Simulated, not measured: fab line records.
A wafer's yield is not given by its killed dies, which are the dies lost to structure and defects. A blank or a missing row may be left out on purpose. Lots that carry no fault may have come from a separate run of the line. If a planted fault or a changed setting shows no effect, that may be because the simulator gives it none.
fab line records	flow n5-finfet	part 1 of 2: steps 1 to 24 of 35
record lots=5	wafers=15	last-day=18
route steps=1938 shown ZERO_LAYER@3 WELL_APT@20
lots untouched by any fault: they come from a run of this same line in which no faults occurred
start-h: hours from the record's first day to the start of the lot's first wafer shown	wait-h: hours from the lot's prior step to this one	" unchanged from the row above	L1.1+2: a row that stands for several wafers	- no value, or no start was given	* or withheld: withheld	< > ~ a bound
route shown NAME@n: NAME is a module with steps in the file, n the number in the route of the first one	usual: mean/standard deviation taken from wafers without a fault	same: alike in all rows	chamber/n: place in a boat	sites: each site's reading	_std_site: standard deviation of those values	_edge_site: outer sites' mean less inner sites'	radius-mm: for every site, how far away it sits from the centre of the wafer	mask NAME#n: copy n	behind: the last tool/chamber to shape the wafer	hold: reason for holding the lot/hours on hold/outcome of the hold	device: the n, p or np transistor that did not switch	end of line: the same wafers' tests at the end of the route	step lacking rows: just its recipe	killed: count of dies lost to structure and defects at first sort (not the wafer's yield)	map: the dies of a wafer, with x for killed, . for not killed, _ for no die there
set.NAME: setting as actually run; set.NAME@STEP: the setting as run at that earlier step	model.NAME: the simulator's own value behind a step, which no gauge read
a table for each step, a row for each wafer; lots at some steps of the route
services: the hour from which a tool's chamber was out of use, counted from the record's first day as start-h (under 0 if before that day), plus the number of hours and why
## steps
# step N5_ZERO_LAYER_SRD_01
# recipe time-s=30	temp-c=23	rinse-liquid=diw	dry=n2-spin	spin-rpm=1500	dry-time-s=30
# usual spin-rpm=1500.0/0.76
lot.wafer	tool	chamber	start-h	wait-h	spin-rpm
L081.1	wet-bench-04	3	54.23	0.0	1499.3
L081.2	"	5	"	"	1498.7
L081.3	"	4	"	"	1498.5
L083.1	wet-bench-03	7	66.23	0.0	1500.8
L083.3	"	4	"	"	1499.4
L083.5	"	3	"	"	1498.8
L085.2	wet-bench-03	6	78.23	0.0	1500.2
L085.4	"	4	"	"	1500.1
L085.6	"	1	"	"	1501.2
L092.2	wet-bench-03	3	120.25	0.0	1500.0
L092.5	"	1	"	"	1499.2
L092.6	"	0	"	"	1501.3
L096.2	wet-bench-04	6	144.40	0.0	1500.5
L096.3	"	5	"	"	1500.4
L096.4	"	4	"	"	1499.2
# step N5_ZERO_LAYER_PECVD_02
# recipe material=SiO2	target-thk-a=100	temp-c=400	precursor=SiH4/N2O	pressure-torr=0.75	rf-w=275	time-s=6
# usual heater-power-w=776/120	showerhead-plenum-p-Torr=8.11/0.13
lot.wafer	tool	chamber	start-h	wait-h	heater-power-w	showerhead-plenum-p-Torr
L081.1	pecvd-02	1	54.29	0.0	815	8.12
L081.2	"	2	"	"	599	8.39
L081.3	"	0	"	"	661	8.13
L083.1	pecvd-02	2	66.28	0.0	585	8.39
L083.3	"	1	"	"	715	8.13
L083.5	"	1	"	"	704	8.13
L085.2	pecvd-02	1	78.28	0.0	757	8.12
L085.4	"	2	"	"	620	8.39
L085.6	"	0	"	"	562	8.13
L092.2	pecvd-02	0	120.30	0.0	631	8.12
L092.5	"	0	"	"	636	8.13
L092.6	"	1	"	"	768	8.12
L096.2	pecvd-03	0	144.47	0.0	775	7.98
L096.3	"	2	"	"	765	7.97
L096.4	"	0	"	"	784	7.96
# step N5_ZERO_LAYER_HMDS_04
# recipe time-s=60	temp-c=120
# usual heater-power-total-W=196.7/2
lot.wafer	tool	chamber	start-h	wait-h	heater-power-total-W
L081.1	litho-track-01	0	54.36	0.1	196.9
L081.2	"	0	"	"	195.0
L081.3	"	0	"	"	198.5
L083.1	litho-track-02	0	66.38	0.1	197.5
L083.3	"	0	"	"	195.6
L083.5	"	0	"	"	198.8
L085.2	litho-track-02	0	78.36	0.1	199.8
L085.4	"	0	"	"	196.6
L085.6	"	0	"	"	199.2
L092.2	litho-track-01	0	120.37	0.1	197.2
L092.5	"	0	"	"	199.8
L092.6	"	0	"	"	198.8
L096.2	litho-track-04	0	144.54	0.1	193.7
L096.3	"	0	"	"	194.6
L096.4	"	0	"	"	195.6
# step N5_ZERO_LAYER_COAT_05
# recipe spin-rpm=1500	resist-thk-nm=1000
# usual dispense-pressure-kPa=46.8/3
lot.wafer	tool	chamber	start-h	wait-h	dispense-pressure-kPa
L081.1	litho-track-01	0	-	-	50.5
L081.2	"	0	"	"	50.5
L081.3	"	0	"	"	50.4
L083.1	litho-track-02	0	-	-	43.5
L083.3	"	0	"	"	43.5
L083.5	"	0	"	"	43.5
L085.2	litho-track-02	0	-	-	43.6
L085.4	"	0	"	"	43.5
L085.6	"	0	"	"	43.5
L092.2	litho-track-01	0	-	-	50.5
L092.5	"	0	"	"	50.5
L092.6	"	0	"	"	50.5
L096.2	litho-track-04	0	-	-	47.7
L096.3	"	0	"	"	47.6
L096.4	"	0	"	"	47.6
# step N5_ZERO_LAYER_EBR_07
# recipe solvent=PGMEA	ebr-width-mm=1.5
lot.wafer	tool	chamber	start-h	wait-h
L081.1+2+3	litho-track-01	0	-	-
L083.1+3+5	litho-track-02	0	-	-
L085.2+4+6	litho-track-02	0	-	-
L092.2+5+6	litho-track-01	0	-	-
L096.2+3+4	litho-track-04	0	-	-
# step N5_ZERO_LAYER_SOFTBAKE_06
# recipe temp-c=100	time-s=90
# usual heater-power-total-W=121.1/0.53
lot.wafer	tool	chamber	start-h	wait-h	heater-power-total-W
L081.1	litho-track-01	0	-	-	121.5
L081.2	"	0	"	"	121.3
L081.3	"	0	"	"	121.8
L083.1	litho-track-02	0	-	-	120.2
L083.3	"	0	"	"	120.6
L083.5	"	0	"	"	121.2
L085.2	litho-track-02	0	-	-	121.3
L085.4	"	0	"	"	121.4
L085.6	"	0	"	"	121.2
L092.2	litho-track-01	0	-	-	121.0
L092.5	"	0	"	"	121.5
L092.6	"	0	"	"	121.3
L096.2	litho-track-04	0	-	-	121.3
L096.3	"	0	"	"	121.6
L096.4	"	0	"	"	121.2
# step N5_ZERO_LAYER_EXPOSE_08
# recipe mask-id=ZERO	na=0.55	source-shape=conventional	sigma-outer=0.8	polarization=unpolarized	defocus-nm=0	target-cd-nm=2000	dose-mj=16.2
# usual exposure-dose-mJ-cm2=16.32/0.14	stage-vel-mm-s=499.93/0.25
lot.wafer	tool	chamber	start-h	wait-h	mask	exposure-dose-mJ-cm2	stage-vel-mm-s
L081.1	krf-scanner-01	0	54.59	-	ZERO#0	16.48	499.99
L081.2	"	0	"	"	ZERO#0	16.50	499.91
L081.3	"	0	"	"	ZERO#0	16.48	499.85
L083.1	krf-scanner-01	0	66.49	-	ZERO#0	16.48	500.12
L083.3	"	0	"	"	ZERO#0	16.49	500.09
L083.5	"	0	"	"	ZERO#0	16.46	499.85
L085.2	krf-scanner-02	0	78.60	-	ZERO#0	16.16	500.11
L085.4	"	0	"	"	ZERO#0	16.15	499.65
L085.6	"	0	"	"	ZERO#0	16.16	499.67
L092.2	krf-scanner-02	0	120.49	-	ZERO#0	16.21	499.58
L092.5	"	0	"	"	ZERO#0	16.21	500.15
L092.6	"	0	"	"	ZERO#0	16.20	500.13
L096.2	krf-scanner-02	0	144.66	-	ZERO#0	16.20	499.84
L096.3	"	0	"	"	ZERO#0	16.22	499.71
L096.4	"	0	"	"	ZERO#0	16.20	499.85
# step N5_ZERO_LAYER_PEB_09
# recipe peb-temp-c=withheld	peb-time-s=*
lot.wafer	tool	chamber	start-h	wait-h
L081.1+2+3	litho-track-02	0	54.65	0.1
L083.1+3+5	litho-track-04	0	66.55	0.1
L085.2+4+6	litho-track-04	0	78.65	0.0
L092.2+5+6	litho-track-04	0	120.54	0.0
L096.2+3+4	litho-track-04	0	144.71	0.0
# step N5_ZERO_LAYER_DEVELOP_10
# recipe develop-time-s=60	rinse-liquid=diw	dry=air-spin	dev-temp-c=21
lot.wafer	tool	chamber	start-h	wait-h
L081.1+2+3	litho-track-02	0	-	-
L083.1+3+5	litho-track-04	0	-	-
L085.2+4+6	litho-track-04	0	-	-
L092.2+5+6	litho-track-04	0	-	-
L096.2+3+4	litho-track-04	0	-	-
# step N5_ZERO_LAYER_HARDBAKE_23
# recipe temp-c=130	time-s=120
# usual heater-power-total-W=148.1/0.9
lot.wafer	tool	chamber	start-h	wait-h	heater-power-total-W
L081.1	litho-track-02	0	-	-	148.9
L081.2	"	0	"	"	147.7
L081.3	"	0	"	"	149.4
L083.1	litho-track-04	0	-	-	146.7
L083.3	"	0	"	"	147.8
L083.5	"	0	"	"	149.3
L085.2	litho-track-04	0	-	-	148.2
L085.4	"	0	"	"	147.6
L085.6	"	0	"	"	149.0
L092.2	litho-track-04	0	-	-	148.7
L092.5	"	0	"	"	148.6
L092.6	"	0	"	"	149.3
L096.2	litho-track-04	0	-	-	148.9
L096.3	"	0	"	"	147.2
L096.4	"	0	"	"	148.4
# step N5_ZERO_LAYER_CD_MEAS_11
# recipe target-cd-nm=2000	landing-energy-ev=500	detector=se-inlens
# usual cd-nm=2001/3.4
lot.wafer	tool	chamber	start-h	wait-h	cd-nm
L081.1	cd-sem-02	0	54.77	-	2005
L081.2	"	0	"	"	2008
L081.3	"	0	"	"	2004
L083.1	cd-sem-02	0	66.66	-	1997
L083.3	"	0	"	"	2002
L083.5	"	0	"	"	1996
L085.2	cd-sem-03	0	78.77	-	1996
L085.4	"	0	"	"	1998
L085.6	"	0	"	"	1995
L092.2	cd-sem-02	0	120.66	-	1999
L092.5	"	0	"	"	1999
L092.6	"	0	"	"	1997
L096.2	cd-sem-01	0	144.83	-	1998
L096.3	"	0	"	"	1999
L096.4	"	0	"	"	1995
# step N5_ZERO_LAYER_DESCUM_16
# recipe chemistry=O2	time-s=7.9	source-power-w=50	bias-power-w=20	pressure-mtorr=20	rf-frequency-hz=2.712e+07	temp-c=40	o2-flow-sccm=225
# usual bias-power-w=19.99/0.058	drypump-motor-current-A=5.4/0.42	oes-product-au=0.78/0.097	rf-vpp-V=242.8/1.1	showerhead-plenum-p-Torr=2.07/0.052	throttle-valve-pct=20.6/0.33
lot.wafer	tool	chamber	start-h	wait-h	bias-power-w	drypump-motor-current-A	oes-product-au	rf-hours-counter-h	rf-vpp-V	showerhead-plenum-p-Torr	throttle-valve-pct
L081.1	rie-diel-06	1	54.81	0.0	19.96	6.2	0.69	240	241.1	1.96	20.6
L081.2	"	0	"	"	19.99	5.1	0.72	185	242.3	2.12	21.0
L081.3	"	3	"	"	20.06	4.8	0.99	0	243.5	2.02	19.8
L083.1	rie-diel-04	1	66.70	0.0	19.88	5.4	0.74	147	242.7	2.10	20.7
L083.3	"	0	"	"	20.05	5.6	0.71	245	242.2	2.06	21.0
L083.5	"	1	"	"	19.91	5.3	0.74	-	244.7	2.10	20.7
L085.2	rie-diel-06	0	78.80	0.0	20.03	5.0	0.73	191	244.1	2.12	21.0
L085.4	"	3	"	"	20.05	4.8	0.96	7	241.7	2.02	19.8
L085.6	"	1	"	"	19.86	6.3	0.68	-	240.8	1.96	20.6
L092.2	rie-diel-04	3	120.70	0.0	20.05	4.8	0.66	253	244.3	2.06	20.4
L092.5	"	3	"	"	20.05	4.8	0.67	-	241.1	2.06	20.4
L092.6	"	1	"	"	20.04	5.4	0.73	-	242.0	2.09	20.8
L096.2	rie-diel-04	0	144.87	0.0	20.07	5.6	0.99	2	243.5	2.06	20.5
L096.3	"	1	"	"	20.06	5.4	0.72	-	242.1	2.09	20.8
L096.4	"	0	"	"	20.06	5.6	0.99	-	241.4	2.06	20.6
# step N5_ZERO_LAYER_ETCH_17
# recipe chemistry=CF4	target=SiO2	target-depth-a=120	time-s=13.3	ion-energy-ev=350	pressure-mtorr=40	source-w=450	bias-w=215	Ar_flow_sccm=100	cf4-flow-sccm=100
# usual drypump-motor-current-A=5.4/0.42	oes-product-au=0.77/0.093	rf-vpp-V=947.4/2.9	showerhead-plenum-p-Torr=2.12/0.043	throttle-valve-pct=15.77/0.27
lot.wafer	tool	chamber	start-h	wait-h	drypump-motor-current-A	oes-product-au	rf-hours-counter-h	rf-vpp-V	showerhead-plenum-p-Torr	throttle-valve-pct
L081.1	rie-diel-06	1	54.84	0.0	6.3	0.67	240	940.2	2.03	15.94
L081.2	"	0	"	"	5.0	0.72	185	947.3	2.12	15.95
L081.3	"	3	"	"	4.8	0.98	0	945.8	2.10	15.17
L083.1	rie-diel-04	1	66.74	0.0	5.4	0.75	147	949.0	2.14	15.91
L083.3	"	0	"	"	5.6	0.70	245	947.2	2.10	16.19
L083.5	"	1	"	"	5.4	0.76	-	947.0	2.14	15.91
L085.2	rie-diel-06	0	78.84	0.0	5.0	0.72	191	948.1	2.12	15.93
L085.4	"	3	"	"	4.8	0.94	7	945.7	2.09	15.18
L085.6	"	1	"	"	6.3	0.67	-	942.6	2.02	15.96
L092.2	rie-diel-04	3	120.73	0.0	4.8	0.67	253	945.2	2.13	15.78
L092.5	"	3	"	"	4.8	0.67	-	946.5	2.13	15.77
L092.6	"	1	"	"	5.4	0.74	-	949.2	2.13	15.92
L096.2	rie-diel-04	0	144.92	0.0	5.6	0.96	2	945.6	2.10	15.66
L096.3	"	1	"	"	5.4	0.73	-	947.1	2.13	15.93
L096.4	"	0	"	"	5.7	0.96	-	946.9	2.09	15.65
# step N5_ZERO_LAYER_ETCH_18
# recipe chemistry=HBr/Cl2	target=Si	target-depth-a=1200	time-s=40	pressure-mtorr=10	icp-w=800	bias-w=75	HBr_flow_sccm=150	Cl2_flow_sccm=80
# usual drypump-motor-current-A=5.8/0.31	oes-product-au=0.997/0.014	throttle-valve-pct=36.5/0.34
lot.wafer	tool	chamber	start-h	wait-h	drypump-motor-current-A	oes-product-au	rf-hours-counter-h	throttle-valve-pct
L081.1	rie-si-04	3	54.92	0.0	5.7	1.013	20	36.5
L081.2	"	0	"	"	5.9	1.000	26	36.8
L081.3	"	1	"	"	6.3	0.987	61	36.5
L083.1	rie-si-05	1	66.81	0.0	6.1	1.011	165	36.9
L083.3	"	3	"	"	5.8	0.992	172	36.0
L083.5	"	2	"	"	5.1	0.992	-	36.3
L085.2	rie-si-04	1	78.91	0.0	6.3	0.987	61	36.5
L085.4	"	2	"	"	5.6	0.982	110	36.3
L085.6	"	2	"	"	5.6	0.984	-	36.3
L092.2	rie-si-04	2	120.80	0.0	5.6	0.989	111	36.3
L092.5	"	1	"	"	6.3	0.997	-	36.5
L092.6	"	0	"	"	5.9	1.009	-	36.8
L096.2	rie-si-04	2	145.02	0.1	5.6	0.983	111	36.3
L096.3	"	1	"	"	6.3	0.983	62	36.5
L096.4	"	0	"	"	5.9	0.992	28	36.8
# step N5_ZERO_LAYER_STRIP_24
# recipe chemistry=O2	power-w=1000	temp-c=250	overash-fraction=0.3	pressure-mtorr=1000	o2-flow-sccm=6750
# usual drypump-motor-current-A=5.5/0.47	heater-power-w=374/30	oes-product-au=0.647/0.0042	strip-time-to-endpoint-s=43.85/0.096
lot.wafer	tool	chamber	start-h	wait-h	drypump-motor-current-A	heater-power-w	oes-product-au	rf-hours-counter-h	strip-time-to-endpoint-s
L081.1	plasma-asher-01	1	55.02	0.1	5.5	362	0.647	31	44.05
L081.2	"	0	"	"	5.0	425	0.643	31	43.99
L081.3	"	0	"	"	5.0	417	0.652	-	43.99
L083.1	plasma-asher-01	1	66.92	0.1	5.5	361	0.652	33	43.88
L083.3	"	1	"	"	5.4	360	0.653	-	43.80
L083.5	"	1	"	"	5.4	359	0.644	-	43.76
L085.2	plasma-asher-02	0	79.02	0.1	5.7	347	0.645	91	43.88
L085.4	"	0	"	"	5.7	342	0.646	-	43.83
L085.6	"	1	"	"	6.3	355	0.650	-	43.81
L092.2	plasma-asher-01	0	120.91	0.1	5.0	423	0.648	43	43.85
L092.5	"	1	"	"	5.5	369	0.647	-	43.85
L092.6	"	0	"	"	5.0	418	0.645	-	43.87
L096.2	plasma-asher-01	1	145.12	0.1	5.5	375	0.647	48	43.74
L096.3	"	0	"	"	5.0	420	0.653	-	43.80
L096.4	"	1	"	"	5.5	365	0.640	-	43.75
# step N5_ZERO_LAYER_STRIP_19
# recipe chemistry=SPM	time-s=900	temp-c=130	h2so4-h2o2-vol-ratio=4	dry=ipa-marangoni
lot.wafer	tool	chamber	start-h	wait-h
L081.1+2+3	wet-bench-04	6,1,7	55.11	0.1
L083.1+3+5	wet-bench-04	2,0,1	67.00	0.1
L085.2+4+6	wet-bench-03	5,7,3	79.10	0.1
L092.2+5+6	wet-bench-03	5,2,1	121.00	0.1
L096.2+3+4	wet-bench-06	0,7,2	145.21	0.1
# step N5_ZERO_LAYER_INSPECT_20
# recipe inspect-instrument=darkfield	mode=post-clean
# usual raw-defect-count=37/16
lot.wafer	tool	chamber	start-h	wait-h	raw-defect-count
L081.1	defect-inspect-01	-	55.38	0.0	22
L081.2	"	-	"	"	16
L081.3	"	-	"	"	45
L083.1	defect-inspect-01	-	67.28	0.0	38
L083.3	"	-	"	"	28
L083.5	"	-	"	"	57
L085.2	defect-inspect-02	-	79.38	0.0	22
L085.4	"	-	"	"	15
L085.6	"	-	"	"	29
L092.2	defect-inspect-02	-	121.29	0.0	29
L092.5	"	-	"	"	31
L092.6	"	-	"	"	38
L096.2	defect-inspect-01	-	145.48	0.0	34
L096.3	"	-	"	"	60
L096.4	"	-	"	"	35
# step N5_WELL_APT_HMDS_01
# recipe time-s=60	temp-c=120
# usual heater-power-total-W=196.9/2.1
lot.wafer	tool	chamber	start-h	wait-h	heater-power-total-W
L081.1	litho-track-04	0	55.41	0.0	199.8
L081.2	"	0	"	"	199.8
L081.3	"	0	"	"	197.3
L083.1	litho-track-05	0	67.31	0.0	199.7
L083.3	"	0	"	"	193.9
L083.5	"	0	"	"	194.9
L085.2	litho-track-04	0	79.41	0.0	197.3
L085.4	"	0	"	"	196.9
L085.6	"	0	"	"	199.7
L092.2	litho-track-03	0	121.32	0.0	199.8
L092.5	"	0	"	"	196.3
L092.6	"	0	"	"	196.4
L096.2	litho-track-04	0	145.52	0.0	194.4
L096.3	"	0	"	"	196.5
L096.4	"	0	"	"	195.4
# step N5_WELL_APT_COAT_02
# recipe spin-rpm=1357	resist-thk-nm=950
# usual dispense-pressure-kPa=49.1/1.3
lot.wafer	tool	chamber	start-h	wait-h	dispense-pressure-kPa
L081.1	litho-track-04	0	-	-	47.6
L081.2	"	0	"	"	47.6
L081.3	"	0	"	"	47.6
L083.1	litho-track-05	0	-	-	49.8
L083.3	"	0	"	"	49.7
L083.5	"	0	"	"	49.7
L085.2	litho-track-04	0	-	-	47.7
L085.4	"	0	"	"	47.7
L085.6	"	0	"	"	47.7
L092.2	litho-track-03	0	-	-	50.6
L092.5	"	0	"	"	50.6
L092.6	"	0	"	"	50.6
L096.2	litho-track-04	0	-	-	47.7
L096.3	"	0	"	"	47.8
L096.4	"	0	"	"	47.8
# step N5_WELL_APT_EBR_04
# recipe solvent=PGMEA	ebr-width-mm=1.5
lot.wafer	tool	chamber	start-h	wait-h
L081.1+2+3	litho-track-04	0	-	-
L083.1+3+5	litho-track-05	0	-	-
L085.2+4+6	litho-track-04	0	-	-
L092.2+5+6	litho-track-03	0	-	-
L096.2+3+4	litho-track-04	0	-	-
# step N5_WELL_APT_SOFTBAKE_03
# recipe temp-c=130	time-s=60
# usual heater-power-total-W=218.7/1.6
lot.wafer	tool	chamber	start-h	wait-h	heater-power-total-W
L081.1	litho-track-04	0	-	-	219.8
L081.2	"	0	"	"	217.6
L081.3	"	0	"	"	220.9
L083.1	litho-track-05	0	-	-	217.4
L083.3	"	0	"	"	220.9
L083.5	"	0	"	"	217.1
L085.2	litho-track-04	0	-	-	220.2
L085.4	"	0	"	"	216.4
L085.6	"	0	"	"	217.0
L092.2	litho-track-03	0	-	-	221.0
L092.5	"	0	"	"	216.5
L092.6	"	0	"	"	220.6
L096.2	litho-track-04	0	-	-	217.4
L096.3	"	0	"	"	220.6
L096.4	"	0	"	"	220.8
# step N5_WELL_APT_EXPOSE_05
# recipe mask-id=NWELL	na=0.8	source-shape=conventional	sigma-outer=0.8	polarization=unpolarized	defocus-nm=0	target-cd-nm=200	dose-mj=20.3
# usual exposure-dose-mJ-cm2=20.43/0.17	stage-vel-mm-s=500.04/0.24
lot.wafer	tool	chamber	start-h	wait-h	mask	exposure-dose-mJ-cm2	stage-vel-mm-s
L081.1	krf-scanner-01	0	55.51	-	NWELL#0	20.64	500.28
L081.2	"	0	"	"	NWELL#0	20.65	500.20
L081.3	"	0	"	"	NWELL#0	20.65	500.04
L083.1	krf-scanner-01	0	67.53	-	NWELL#0	20.70	500.06
L083.3	"	0	"	"	NWELL#0	20.68	500.36
L083.5	"	0	"	"	NWELL#0	20.65	500.18
L085.2	krf-scanner-02	0	79.64	-	NWELL#0	20.28	500.11
L085.4	"	0	"	"	NWELL#0	20.30	500.26
L085.6	"	0	"	"	NWELL#0	20.28	499.97
L092.2	krf-scanner-02	0	121.43	-	NWELL#0	20.28	500.26
L092.5	"	0	"	"	NWELL#0	20.29	500.19
L092.6	"	0	"	"	NWELL#0	20.32	500.18
L096.2	krf-scanner-01	0	145.75	-	NWELL#0	20.65	500.02
L096.3	"	0	"	"	NWELL#0	20.68	499.88
L096.4	"	0	"	"	NWELL#0	20.66	500.10
# step N5_WELL_APT_PEB_06
# recipe peb-temp-c=130	peb-time-s=90
# usual heater-power-total-W=172.5/0.84
lot.wafer	tool	chamber	start-h	wait-h	heater-power-total-W
L081.1	litho-track-05	0	55.57	0.1	172.1
L081.2	"	0	"	"	172.0
L081.3	"	0	"	"	172.1
L083.1	litho-track-03	0	67.59	0.1	172.1
L083.3	"	0	"	"	172.0
L083.5	"	0	"	"	172.0
L085.2	litho-track-05	0	79.70	0.0	172.4
L085.4	"	0	"	"	172.2
L085.6	"	0	"	"	171.9
L092.2	litho-track-03	0	121.48	0.0	172.4
L092.5	"	0	"	"	172.8
L092.6	"	0	"	"	172.1
L096.2	litho-track-04	0	145.80	0.0	170.8
L096.3	"	0	"	"	172.9
L096.4	"	0	"	"	173.5
# step N5_WELL_APT_DEVELOP_07
# recipe develop-time-s=45	rinse-liquid=surfactant-rinse	dry=air-spin	dev-temp-c=21
lot.wafer	tool	chamber	start-h	wait-h
L081.1+2+3	litho-track-05	0	-	-
L083.1+3+5	litho-track-03	0	-	-
L085.2+4+6	litho-track-05	0	-	-
L092.2+5+6	litho-track-03	0	-	-
L096.2+3+4	litho-track-04	0	-	-
